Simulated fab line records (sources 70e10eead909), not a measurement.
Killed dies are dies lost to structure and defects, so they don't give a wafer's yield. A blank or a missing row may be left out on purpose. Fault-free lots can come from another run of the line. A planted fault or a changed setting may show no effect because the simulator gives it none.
fab line records | flow nand_harc
record: lots: 5 wafers: 15 last_day: 24
route steps=1159 shown P_CONTACT@217 END@1159
lots untouched by any fault: they come from a run of this same line in which no faults occurred
start_h: the number of hours between the record's first day and the start of the first shown wafer of the lot | wait_h: hours elapsed since this lot's preceding step | " the same as in the row above | L1.1+2: a row that stands for several wafers | - no value present, or no start provided | * or withheld: withheld | < > ~ a bound
route shown NAME@n: names a module that has steps shown in the file, with the first one's number in the route | usual: the fault-free wafers' mean and standard deviation | same: alike in all rows | chamber/n: place in a boat | sites: each site's reading | _std_site: the standard deviation of these | _edge_site: the outer-site mean with the inner-site mean subtracted | radius_mm: for every site, how far away it sits from the centre of the wafer | mask NAME#n: copy n | behind: the last tool/chamber to shape the wafer | hold: why the lot was held/for how many hours/how that ended | device: the n, p or np transistor that did not switch | end of line: tests run on the same wafers once the route is complete | step lacking rows: just its recipe | killed: the dies lost at the first sort to structure and to defects; this is not the yield of the wafer | map: the dies of a wafer, with x for killed, . for not killed, _ for no die there
set.NAME: setting as actually run; set.NAME@STEP: the setting as run at that earlier step | model.NAME: the simulator's own value behind a step, which no gauge read
certain route steps with their lots: each step a table, each wafer a row
services: a tool's chamber out of use, with start hour (start_h, from the record's first day; less than 0 if before it), hours out, and reason
== steps ==
step: NHARC_P_CONTACT_DEP_30
recipe: target_thk_a: 300 temp_c: 400 target_thk_nm: 30 flow_sccm: 200 rf_w: 450 material: SiNx
usual: heater_power_w: 770/86
columns lot.wafer tool chamber start_h wait_h heater_power_w
L746.2 pecvd-04 0 112.44 0.5 831
L746.5 " 1 " " 806
L746.4 " 2 " " 795
L748.1 pecvd-03 2 126.77 0.1 861
L748.6 " 1 " " 768
L748.4 " 0 " " 708
L751.3 pecvd-02 1 141.69 0.2 758
L751.2 " 2 " " 617
L751.5 " 1 " " 783
L766.1 pecvd-04 2 233.83 0.1 870
L766.2 " 1 " " 745
L766.6 " 2 " " 900
L767.2 pecvd-03 0 234.66 0.1 751
L767.1 " 1 " " 841
L767.5 " 2 " " 781
step: NHARC_P_CONTACT_DEP_00
recipe: target_thk_a: 5000 temp_c: 400 pressure_torr: 6.5 rf_w: 900 teos_flow_sccm: 161.4 flow_sccm: 2650 target_thk_nm: 500 gas: O2 material: SiO2
usual: heater_power_w: 605/88 throttle_valve_pct: 16.1/0.62
columns lot.wafer tool chamber start_h wait_h heater_power_w throttle_valve_pct
L746.2 pecvd-04 0 - - 616 16.0
L746.5 " 1 " " 648 15.8
L746.4 " 2 " " 741 15.3
L748.1 pecvd-03 2 - - 636 16.8
L748.6 " 1 " " 663 15.3
L748.4 " 0 " " 626 15.1
L751.3 pecvd-02 1 - - 603 17.4
L751.2 " 2 " " 466 17.2
L751.5 " 1 " " 601 17.1
L766.1 pecvd-04 2 - - 615 15.6
L766.2 " 1 " " 673 16.0
L766.6 " 2 " " 642 15.6
L767.2 pecvd-03 0 - - 590 15.5
L767.1 " 1 " " 662 15.4
L767.5 " 2 " " 597 17.2
step: NHARC_P_CONTACT_CMP_01
recipe: target_thk_nm: 200 material: SiO2
step: NHARC_P_CONTACT_SRD_03
step: NHARC_P_CONTACT_DEHYDRATE_04
recipe: temp_c: 150 time_s: 120
step: NHARC_P_CONTACT_HMDS_05
recipe: time_s: 30
step: NHARC_P_CONTACT_COAT_33
recipe: temp_c: 260 time_s: 75
step: NHARC_P_CONTACT_COAT_34
recipe: temp_c: 225 time_s: 65
step: NHARC_P_CONTACT_COAT_06
recipe: spin_rpm: 1500 resist_thk_nm: 90
step: NHARC_P_CONTACT_SOFTBAKE_07
recipe: temp_c: 105 time_s: 55
step: NHARC_P_CONTACT_EBR_08
step: NHARC_P_CONTACT_EXPOSE_09
recipe: na: 1.35 target_cd_nm: 90 dose_mj: 81.26 mask_id: P_CA
usual: exposure_dose_mJ_cm2: 81.21/0.086 stage_vel_mm_s: 500.02/0.28
columns lot.wafer tool chamber start_h wait_h mask exposure_dose_mJ_cm2 stage_vel_mm_s
L746.2 arfi_scanner-01 0 113.76 - P_CA#0 81.22 500.38
L746.4 " 0 " " P_CA#0 81.17 500.06
L746.5 " 0 " " P_CA#0 81.07 500.29
L748.1 arfi_scanner-02 0 128.14 - P_CA#0 81.19 500.34
L748.4 " 0 " " P_CA#0 81.35 500.47
L748.6 " 0 " " P_CA#0 81.36 500.36
L751.2 arfi_scanner-01 0 143.07 - P_CA_R1#0 81.19 500.16
L751.3 " 0 " " P_CA_R1#0 81.13 500.11
L751.5 " 0 " " P_CA_R1#0 81.17 499.91
L766.1 arfi_scanner-02 0 235.23 - P_CA#0 81.20 500.14
L766.2 " 0 " " P_CA#0 81.20 500.14
L766.6 " 0 " " P_CA#0 81.21 500.17
L767.1 arfi_scanner-02 0 235.94 - P_CA#0 81.30 500.37
L767.2 " 0 " " P_CA#0 81.15 500.70
L767.5 " 0 " " P_CA#0 81.19 500.31
step: NHARC_P_CONTACT_PEB_10
recipe: peb_temp_c: 100 peb_time_s: 65
step: NHARC_P_CONTACT_DEVELOP_11
recipe: develop_time_s: 35 dev_temp_c: 23
step: NHARC_P_CONTACT_CD_MEAS_12
recipe: target_cd_nm: 90 landing_energy_ev: 500
usual: cd_nm: 90.1/0.66
same: landing_energy_ev: 500
columns lot.wafer tool chamber start_h wait_h cd_nm
L746.2 cd_sem-02 0 113.90 - 90.4
L746.4 " 0 " " 89.5
L746.5 " 0 " " 89.8
L748.1 cd_sem-03 0 128.28 - 91.0
L748.4 " 0 " " 91.1
L748.6 " 0 " " 89.3
L751.2 cd_sem-01 0 143.21 - 83.7
L751.3 " 0 " " 83.8
L751.5 " 0 " " 83.1
L766.1 cd_sem-03 0 235.37 - 90.7
L766.2 " 0 " " 90.8
L766.6 " 0 " " 91.1
L767.1 cd_sem-02 0 236.08 - 91.6
L767.2 " 0 " " 90.7
L767.5 " 0 " " 91.0
step: NHARC_P_CONTACT_OVL_MEAS_13
usual: overlay_x_nm: -0.4/0.74 overlay_y_nm: 0.0/0.96
columns lot.wafer tool chamber start_h wait_h overlay_x_nm overlay_y_nm
L746.2 overlay-01 - 113.98 - -1.1 -0.1
L746.4 " - " " -1.5 -0.1
L746.5 " - " " -1.6 0.0
L748.1 overlay-02 - 128.38 - 0.8 -1.4
L748.4 " - " " 0.8 -1.5
L748.6 " - " " 0.3 -1.8
L751.2 overlay-02 - 143.30 - -0.3 -0.7
L751.3 " - " " -0.5 -0.8
L751.5 " - " " -0.6 -0.4
L766.1 overlay-01 - 235.46 - 1.1 -0.1
L766.2 " - " " 0.6 0.3
L766.6 " - " " 0.5 0.3
L767.1 overlay-01 - 236.17 - 0.3 0.5
L767.2 " - " " 0.1 0.8
L767.5 " - " " 0.2 0.7
step: NHARC_P_CONTACT_INSPECT_14
usual: raw_defect_count: 3.3/2
columns lot.wafer tool chamber start_h wait_h raw_defect_count
L746.2 defect_inspect-01 - 114.02 0.0 4
L746.4 " - " " 2
L746.5 " - " " 1
L748.1 defect_inspect-01 - 128.42 0.0 1
L748.4 " - " " 2
L748.6 " - " " 4
L751.2 defect_inspect-02 - 143.33 0.0 5
L751.3 " - " " 5
L751.5 " - " " 5
L766.1 defect_inspect-01 - 235.49 0.0 4
L766.2 " - " " 4
L766.6 " - " " 5
L767.1 defect_inspect-02 - 236.20 0.0 6
L767.2 " - " " 6
L767.5 " - " " 4
step: NHARC_P_CONTACT_DESCUM_17
recipe: time_s: 3 o2_flow_sccm: 200 ar_flow_sccm: 0 bias_power_w: 0 chemistry: O2
usual: drypump_motor_current_A: 5.9/0.46 oes_product_au: 0.998/0.0099 rf_vpp_V: 57.8/0.94 showerhead_plenum_p_Torr: 1.92/0.1 throttle_valve_pct: 11.312/0.0092
columns lot.wafer tool chamber start_h wait_h drypump_motor_current_A oes_product_au rf_hours_counter_h rf_vpp_V showerhead_plenum_p_Torr throttle_valve_pct model.P_CONTACT.cd_nm
L746.4 rie_diel-02 0 114.09 0.1 5.7 0.994 14 58.6 2.06 11.331 89.48
L746.2 " 2 " " 5.9 1.018 13 56.7 1.87 11.311 90.82
L746.5 " 3 " " 6.1 1.003 - 58.8 1.96 11.302 89.41
L748.1 rie_diel-04 0 128.48 0.1 6.6 1.009 1 57.2 1.78 11.315 90.68
L748.4 " 0 " " 6.5 0.999 - 56.5 1.78 11.316 90.76
L748.6 " 3 " " 5.1 0.998 - 57.5 1.83 11.307 89.3
L751.2 rie_diel-02 0 143.39 0.1 5.7 0.990 18 56.8 2.05 11.293 84.17
L751.3 " 1 " " 6.0 1.002 19 58.7 2.06 11.298 83.16
L751.5 " 1 " " 6.1 1.005 - 59.2 2.06 11.310 82.6
L766.1 rie_diel-04 0 235.56 0.1 6.6 0.981 9 57.0 1.78 11.310 90.2
L766.2 " 1 " " 5.2 1.006 9 57.9 1.93 11.309 90.69
L766.6 " 1 " " 5.2 0.992 - 58.8 1.93 11.314 91.13
L767.1 rie_diel-02 0 236.27 0.1 5.7 1.018 8 57.9 2.05 11.304 91.01
L767.2 " 1 " " 6.1 0.998 7 58.1 2.05 11.326 90.64
L767.5 " 0 " " 5.7 1.015 - 58.3 2.05 11.302 90.74
step: NHARC_P_CONTACT_ETCH_35
recipe: target_depth_a: 390 over_etch_frac: 0.3 time_s: 65 ion_energy_ev: 80 cf4_flow_sccm: 150 ar_flow_sccm: 0 rf_w: 300 bias_w: 100 chemistry: CF4
usual: drypump_motor_current_A: 5.9/0.45 oes_product_au: 0.999/0.0086 rf_vpp_V: 151.2/1.3 showerhead_plenum_p_Torr: 1.77/0.09 throttle_valve_pct: 13.285/0.0091
columns lot.wafer tool chamber start_h wait_h drypump_motor_current_A oes_product_au rf_hours_counter_h rf_vpp_V showerhead_plenum_p_Torr throttle_valve_pct
L746.4 rie_diel-02 3 114.17 0.1 6.1 0.995 14 151.5 1.81 13.287
L746.2 " 1 " " 6.1 1.008 15 152.6 1.89 13.289
L746.5 " 3 " " 6.1 0.993 - 152.2 1.81 13.272
L748.1 rie_diel-04 3 128.58 0.1 5.1 0.998 1 149.6 1.70 13.277
L748.4 " 3 " " 5.1 1.003 - 150.5 1.70 13.294
L748.6 " 2 " " 5.8 0.997 - 149.7 1.66 13.265
L751.2 rie_diel-02 2 143.50 0.1 5.9 1.004 17 150.5 1.73 13.296
L751.3 " 1 " " 6.1 0.993 19 152.2 1.89 13.280
L751.5 " 1 " " 6.1 0.994 - 152.4 1.89 13.282
L766.1 rie_diel-04 0 235.65 0.1 6.6 0.995 9 148.9 1.65 13.294
L766.2 " 2 " " 5.8 1.002 10 149.4 1.66 13.287
L766.6 " 0 " " 6.6 0.983 - 150.1 1.65 13.290
L767.2 rie_diel-02 2 236.35 0.1 5.9 0.997 8 150.5 1.73 13.275
L767.1 " 1 " " 6.1 0.997 7 153.7 1.89 13.281
L767.5 " 2 " " 5.9 0.991 - 151.6 1.73 13.269
step: NHARC_P_CONTACT_ETCH_36
recipe: target_depth_a: 2600 over_etch_frac: 0.25 time_s: 406.25 ion_energy_ev: 200 n2_flow_sccm: 150 h2_flow_sccm: 150 ar_flow_sccm: 0 rf_w: 400 bias_w: 150 chemistry: N2/H2
usual: drypump_motor_current_A: 5.9/0.45 oes_product_au: 0.998/0.0093 rf_vpp_V: 431/3.3 showerhead_plenum_p_Torr: 2.04/0.11 throttle_valve_pct: 14.169/0.0085
columns lot.wafer tool chamber start_h wait_h drypump_motor_current_A oes_product_au rf_hours_counter_h rf_vpp_V showerhead_plenum_p_Torr throttle_valve_pct
L746.2 rie_diel-02 3 - - 6.1 0.995 14 432 2.09 14.173
L746.4 " 2 " " 5.9 1.003 13 430 2.00 14.165
L746.5 " 3 " " 6.1 1.001 - 431 2.09 14.178
L748.1 rie_diel-04 3 - - 5.1 0.994 1 429 1.95 14.151
L748.4 " 2 " " 5.9 1.002 - 427 1.90 14.161
L748.6 " 0 " " 6.6 0.987 - 426 1.90 14.182
L751.2 rie_diel-02 2 - - 5.9 1.009 17 429 1.99 14.166
L751.3 " 0 " " 5.7 0.982 18 435 2.19 14.158
L751.5 " 2 " " 5.9 1.007 - 429 1.99 14.169
L766.2 rie_diel-04 0 - - 6.6 0.979 9 427 1.89 14.166
L766.1 " 3 " " 5.1 0.995 9 428 1.95 14.168
L766.6 " 0 " " 6.6 0.972 - 426 1.89 14.157
L767.1 rie_diel-02 1 - - 6.1 0.993 7 434 2.19 14.161
L767.2 " 3 " " 6.1 1.008 8 432 2.08 14.170
L767.5 " 1 " " 6.1 0.986 - 436 2.19 14.157
step: NHARC_P_CONTACT_ETCH_18
recipe: target_depth_a: 4810 time_s: 240.5 c4f8_flow_sccm: 20 o2_flow_sccm: 10 ar_flow_sccm: withheld rf_w: 600 bias_w: 1500 chemistry: C4F8/O2/Ar
usual: oes_product_au: 0.964/0.013 rf_vpp_V: 978/7.1
columns lot.wafer tool chamber start_h wait_h oes_product_au rf_hours_counter_h rf_vpp_V
L746.4 rie_diel-02 2 - - 0.985 13 976
L746.2 " 3 " " 0.961 14 982
L746.5 " 0 " " 0.956 - 987
L748.1 rie_diel-04 2 - - 0.956 1 969
L748.4 " 2 " " 0.959 - 970
L748.6 " 3 " " 0.957 - 972
L751.3 rie_diel-02 2 - - 0.970 17 976
L751.2 " 0 " " 0.961 18 988
L751.5 " 0 " " 0.959 - 986
L766.1 rie_diel-04 1 - - 0.955 9 980
L766.2 " 3 " " 0.980 10 972
L766.6 " 2 " " 0.978 - 971
L767.2 rie_diel-02 1 - - 0.932 8 988
L767.1 " 3 " " 0.970 9 981
L767.5 " 1 " " 0.952 - 988
step: NHARC_P_CONTACT_STRIP_37
recipe: c4f8_flow_sccm: withheld o2_flow_sccm: 8 ar_flow_sccm: withheld bias_w: 0 chemistry: C4F8/O2/Ar
step: NHARC_P_CONTACT_ETCH_31
recipe: target_depth_a: 300 time_s: 85.7 ion_energy_ev: 120 over_etch_frac: 1 ch3f_flow_sccm: 50 o2_flow_sccm: 30 ar_flow_sccm: 200 rf_w: 500 bias_w: 100 chemistry: CH3F/O2
usual: drypump_motor_current_A: 5.9/0.45 oes_product_au: 0.981/0.012 rf_vpp_V: 244.3/2 showerhead_plenum_p_Torr: 2.46/0.13 throttle_valve_pct: 20.662/0.01
columns lot.wafer tool chamber start_h wait_h drypump_motor_current_A oes_product_au rf_hours_counter_h rf_vpp_V showerhead_plenum_p_Torr throttle_valve_pct model.P_CONTACT.cd_nm
L746.2 rie_diel-02 3 - - 6.1 0.969 14 243.1 2.51 20.660 91.49
L746.4 " 1 " " 6.1 0.995 15 247.6 2.64 20.658 88.2
L746.5 " 2 " " 5.9 0.993 - 244.1 2.41 20.637 90.18
L748.1 rie_diel-04 0 - - 6.5 0.973 1 242.2 2.29 20.678 89.87
L748.4 " 2 " " 5.8 0.972 - 241.8 2.30 20.660 92.28
L748.6 " 3 " " 5.1 0.984 - 243.0 2.35 20.654 90.25
L751.2 rie_diel-02 0 - - 5.7 0.974 19 246.2 2.63 20.661 82.62
L751.3 " 1 " " 6.1 0.977 19 247.7 2.63 20.651 83.87
L751.5 " 1 " " 6.1 0.983 - 246.1 2.63 20.660 80.5
L766.2 rie_diel-04 2 - - 5.9 0.980 10 242.6 2.30 20.666 92.09
L766.1 " 1 " " 5.2 0.979 9 244.8 2.48 20.654 87.75
L766.6 " 3 " " 5.1 0.987 - 243.0 2.35 20.653 93.3
L767.1 rie_diel-02 0 - - 5.8 0.958 8 245.3 2.63 20.672 91.77
L767.2 " 2 " " 5.9 0.966 8 242.4 2.40 20.668 90.95
L767.5 " 3 " " 6.1 0.978 - 244.9 2.51 20.664 92.36
step: NHARC_P_CONTACT_CD_MEAS_19
usual: cd_nm: 89.9/1.8
columns lot.wafer tool chamber start_h wait_h cd_nm
L746.2 cd_sem-02 - 114.96 - 91.5
L746.4 " - " " 88.2
L746.5 " - " " 89.9
L748.1 cd_sem-03 - 129.50 - 89.7
L748.4 " - " " 92.5
L748.6 " - " " 90.6
L751.2 cd_sem-02 - 144.42 - 82.9
L751.3 " - " " 83.9
L751.5 " - " " 80.3
L766.1 cd_sem-02 - 236.43 - 87.7
L766.2 " - " " 92.0
L766.6 " - " " 93.4
L767.1 cd_sem-02 - 237.15 - 91.8
L767.2 " - " " 90.5
L767.5 " - " " 92.1
step: NHARC_P_CONTACT_STRIP_28
recipe: o2_flow_sccm: 500 ar_flow_sccm: 0 bias_w: 0 chemistry: O2
step: NHARC_END_SORT_01
recipe: temp_c: 25
usual: killed_at_array: 29/11 killed_at_other: 0.6/0.75 killed_at_periphery: 3.1/2.1 killed_dies: 32/11 killed_open: 3.0/1.8 killed_short: 1.8/1.3
same: gross_dies: 677
columns lot.wafer tool chamber start_h wait_h killed_at_array killed_at_other killed_at_periphery killed_dies killed_open killed_short
L748.1 prober-02 0 458.98 2.6 20 0 1 21 3 2
L748.4 prober-02 0 461.36 3.4 15 1 2 18 4 3
L748.6 prober-02 0 462.94 4.0 13 1 4 18 5 2
L751.3 prober-02 0 476.19 3.1 33 1 8 42 4 0
killed by level:class
L748.1 A_SLIT:chamber_film_flake=7 A_CHANNEL_HOLE_D1:chamber_film_flake=3 A_CONTACT:chamber_film_flake=3 A_CHANNEL_HOLE_D1:geometric_particle:short=1 A_CHANNEL_HOLE_D1:geometric_particle:open=1 A_SGD_CUT:geometric_particle:short=1 A_WL_FILL:geometric_particle:open=1 A_CONTACT:geometric_particle:open=1
L748.4 A_CHANNEL_HOLE_D1:chamber_film_flake=4 A_SLIT:chamber_film_flake=2 A_WL_FILL:chamber_film_flake=2 A_CONTACT:chamber_film_flake=2 P_STI:geometric_particle:open=1 P_M0:geometric_particle:short=1 A_CHANNEL_HOLE_D1:geometric_particle:open=1 A_CHANNEL_FILL_D1:geometric_particle:open=1
L748.6 A_SLIT:chamber_film_flake=5 P_M0:geometric_particle:open=2 A_CONTACT:geometric_particle:open=2 A_ZERO_WELL:chamber_film_flake=2 A_CONTACT:chamber_film_flake=2 A_ONON_D1:geometric_particle:short=1 A_CHANNEL_HOLE_D1:geometric_particle:open=1 STARTING-WAFER:geometric_particle:short=1
L751.3 A_CHANNEL_HOLE_D1:chamber_film_flake=12 A_SLIT:chamber_film_flake=11 A_CONTACT:chamber_film_flake=6 P_GATE:chamber_film_flake=3 P_M0:chamber_film_flake=3 P_CONTACT:geometric_particle:open=1 P_M1:geometric_particle:open=1 A_SGD_CUT:geometric_particle:open=1
== services ==
columns tool chamber start_h hours kind
rie_diel-02 0 105.21 - clean
rie_diel-02 1 105.21 - clean
rie_diel-02 2 105.21 - clean
rie_diel-02 3 105.21 - clean
pecvd-04 - 109.45 2.5 repair
pecvd-03 - 111.27 13.0 pm
rie_diel-04 - 111.90 9.0 pm
pecvd-02 - 124.89 0.5 repair
rie_diel-02 0 129.71 - clean
rie_diel-02 1 129.71 - clean
rie_diel-02 2 129.71 - clean
rie_diel-02 3 129.71 - clean
rie_diel-02 3 137.39 12.3 repair
pecvd-04 - 140.19 0.6 repair
rie_diel-02 - 150.70 9.0 pm
rie_diel-02 0 150.70 9.0 vent_cycle
rie_diel-02 1 150.70 9.0 vent_cycle
rie_diel-02 2 150.70 9.0 vent_cycle
pecvd-02 - 153.44 13.0 pm
arfi_scanner-01 - 184.53 1.0 repair
pecvd-04 - 195.00 13.0 pm
arfi_scanner-01 - 196.00 4.0 pm
rie_diel-04 0 205.54 2.6 repair
pecvd-02 - 220.80 1.6 repair
== key ==
first_sign: step: NHARC_P_CONTACT_EXPOSE_09 reading: mask direction: changed
effect: step: NHARC_P_CONTACT_CD_MEAS_12 reading: cd_nm direction: down sigmas: 10 usual: 90.1 struck: 83.5
effect: step: NHARC_P_CONTACT_CD_MEAS_19 reading: cd_nm direction: down sigmas: 4.2 usual: 89.9 struck: 82.4
model_effect: step: NHARC_P_CONTACT_DESCUM_17 value: P_CONTACT.cd_nm without: 89.4 struck: 83.31
model_effect: step: NHARC_P_CONTACT_ETCH_31 value: P_CONTACT.cd_nm without: 88.42 struck: 82.33
met_at NHARC_P_CONTACT_EXPOSE_09
struck_wafers L751.2,L751.3,L751.5
tester_left_out L751
onset_between 113.76 143.07
fault: kind: wrong_mask tool: any chamber: - onset_h: 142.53 steps: NHARC_P_CONTACT_EXPOSE_09 aux_copy: P_CA_R1#0 cd_offset_nm: -6.0881 scope: struck_lots_only
tester_left_out: of these lots the tester's yield and bins aren't shown, on N5 and GAA mostly nor the transistor test; their killed dies are dies lost to structure and defects alone, not to doping, threshold or leakage, so they don't give the yield
